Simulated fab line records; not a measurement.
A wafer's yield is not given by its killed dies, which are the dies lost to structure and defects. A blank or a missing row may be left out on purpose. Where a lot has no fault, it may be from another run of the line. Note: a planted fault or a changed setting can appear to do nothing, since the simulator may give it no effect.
Comparing a struck lot with a sound one :: flow nandHarc :: 24 out of 1302 route steps
Sound: wafers L833.2, L833.3, L833.4. Wafers struck: L846.1, L846.2, L846.4. The cause comes at the end.
Per side, at each step with rows, come the tool, then ch with its chambers, and then its first start. Under that, the readings that differ: sound wafers :: struck wafers :: difference of the means :: sigmas: that difference in standard deviations of wafers without a fault.
alike: same words and numbers on both sides, and readings whose means sit less than 2 such deviations apart. not compared: any withheld reading, any reading some wafer has no value for, any bound like >300 that may hide the same value, and any number with overlapping values for which the record gives no deviation.
The two part at a step that has a row with sigmas, a row that says differs or no value, or rows on one side only. Non-overlapping numbers with no deviation appear without sigmas and do not part them. A reading missing from all wafers of one side parts the sides only when that side holds two or more wafers.

first, 1 step without rows for these wafers: NHARC_A_CHANNEL_HOLE_D2_ETCH_39 (etches the open film in N2/H2, target depth 260 nm, time 325 s).
NHARC_A_CHANNEL_HOLE_D2_ETCH_34: etches the open film in CF4/CHF3, target depth 154 nm, time 77 s.
  sound on rieDiel-03 ch 0,1,2; struck on rieDiel-07 ch 0,1,3
reading: rfHoursCounterH (h)
sound: 1.9 0.5 1.9
struck: 9.8 9.8 9.5
difference: +8.3
sigmas: 
  alike: drypumpMotorCurrentA, mfcArSccm, oesProductAu, rfVppV, showerheadPlenumPTorr, throttleValvePct
then, 1 step without rows for these wafers: NHARC_A_CHANNEL_HOLE_D2_ETCH_16 (etches the open film in O2/COS, target depth 3100 nm, time 806 s).
NHARC_A_CHANNEL_HOLE_D2_CD_MEAS_18:
  sound: cdSem-02 at day 14 23:29; struck: cdSem-02 at day 20 14:43
  alike: cdNm
NHARC_A_CHANNEL_HOLE_D2_ETCH_19: etches the open film in C4F8/O2/Ar, time 34.5 s.
  sound on harEtch-01 ch 0,1, day 14 23:34; struck on harEtch-02 ch 0,1, day 20 14:47
  alike: drypumpMotorCurrentA, mfcArSccm, showerheadPlenumPTorr, throttleValvePct
  not compared: rfHoursCounterH
then, 3 steps without rows for these wafers: NHARC_A_CHANNEL_HOLE_D2_ETCH_20 (etches the open film in C4F8/O2/Ar, time 361.9 s, target depth 1600 nm); NHARC_A_CHANNEL_HOLE_D2_ETCH_21 (etches the open film in C4F8/O2/Ar, time 514.3 s, target depth 1600 nm); NHARC_A_CHANNEL_HOLE_D2_ETCH_22 (etches the open film in C4F8/O2/Ar, time 666.7 s, target depth 1600 nm).
NHARC_A_CHANNEL_HOLE_D2_ETCH_23: etches the open film in C4F8/O2/Ar, time 819 s, target depth 1600 nm.
  sound on harEtch-01 ch 0,1, day 15 01:00; struck on harEtch-02 ch 0,1, day 20 16:14
  alike: drypumpMotorCurrentA, mfcArSccm, showerheadPlenumPTorr, throttleValvePct
  not compared: rfHoursCounterH
then, 3 steps without rows for these wafers: NHARC_A_CHANNEL_HOLE_D2_ETCH_24 (etches the open film in C4F8/O2/Ar, time 906.2 s, target depth 1500 nm); NHARC_A_CHANNEL_HOLE_D2_ETCH_25 (etches the open film in C4F8/O2/Ar, time 1040.2 s, target depth 1500 nm); NHARC_A_CHANNEL_HOLE_D2_ETCH_26 (etches the open film in C4F8/O2/Ar, time 224.1 s, target depth 300 nm).
NHARC_A_CHANNEL_HOLE_D2_ETCH_27: etches the open film in C4F8/O2/Ar, time 90 s, target depth 400 nm.
  sound on harEtch-01 ch 0,1, day 15 03:31; struck on harEtch-02 ch 0,1, day 20 18:46
  alike: drypumpMotorCurrentA, mfcArSccm, showerheadPlenumPTorr, throttleValvePct
  not compared: rfHoursCounterH
then, 4 steps without rows for these wafers: NHARC_A_CHANNEL_HOLE_D2_STRIP_41 (strips in N2/H2); NHARC_A_CHANNEL_HOLE_D2_STRIP_42 (strips in CF4/CHF3); NHARC_A_CHANNEL_HOLE_D2_STRIP_43 (strips in O2/COS); NHARC_A_CHANNEL_HOLE_D2_ETCH_44 (etches the open film in CF4/O2, target depth 140 nm, overetch 14 nm, time 77 s).
NHARC_A_CHANNEL_HOLE_D2_STRIP_28: strips in O2.
  sound on rieDiel-08 ch 0,1,2; struck on rieDiel-08 ch 1,2,3
reading: rfHoursCounterH (h)
sound: 7.9 7.7 8.6
struck: 4.5 5.4 4.7
difference: -3.2
sigmas: 
  alike: drypumpMotorCurrentA, mfcArSccm, oesProductAu, rfVppV, showerheadPlenumPTorr, throttleValvePct
then, 2 steps without rows for these wafers: NHARC_A_CHANNEL_HOLE_D2_PRECLEAN_29 (cleans in SC1); NHARC_A_CHANNEL_HOLE_D2_SRD_30.
NHARC_A_CHANNEL_HOLE_D2_CD_MEAS_31:
  sound: cdSem-03 at day 15 05:04; struck: cdSem-03 at day 20 20:19
  alike: cdNm
NHARC_A_CHANNEL_HOLE_D2_XSEM_32:
  sound on xsem-01 ch 0, day 15 05:10; struck on xsem-01 ch 0, day 20 20:25
  alike: botCdNm, bowNm, tiltDeg
NHARC_A_CHANNEL_HOLE_D2_INSPECT_40:
  sound: defectInspect-01 at day 15 05:15; struck: defectInspect-01 at day 20 20:41
reading: rawDefectCount
sound: 217 179 197
struck: 1153 1130 1138
difference: +943
sigmas: +12
  not compared: hold
-- the record jumps here: 11 days lie between the struck wafers' starts before and after (it left off in module A_CHANNEL_HOLE_D2 and takes up again in module END, whose first step shown is number 1302 of the route) --
NHARC_END_SORT_01:
  sound on prober-02 ch 0, day 25 19:19; struck on prober-02 ch 0, day 31 17:26
reading: killedAtArray
sound: 49 47 51
struck: 132 85 116
difference: +62
sigmas: +3

reading: killedDies
sound: 53 48 54
struck: 137 94 120
difference: +65
sigmas: +4
  alike: killedAtOther, killedAtPeriphery, killedOpen, killedShort

WHERE THEY PART
First at NHARC_A_CHANNEL_HOLE_D2_INSPECT_40; last, within this record, at NHARC_END_SORT_01.

WHY: the cause the simulator had injected
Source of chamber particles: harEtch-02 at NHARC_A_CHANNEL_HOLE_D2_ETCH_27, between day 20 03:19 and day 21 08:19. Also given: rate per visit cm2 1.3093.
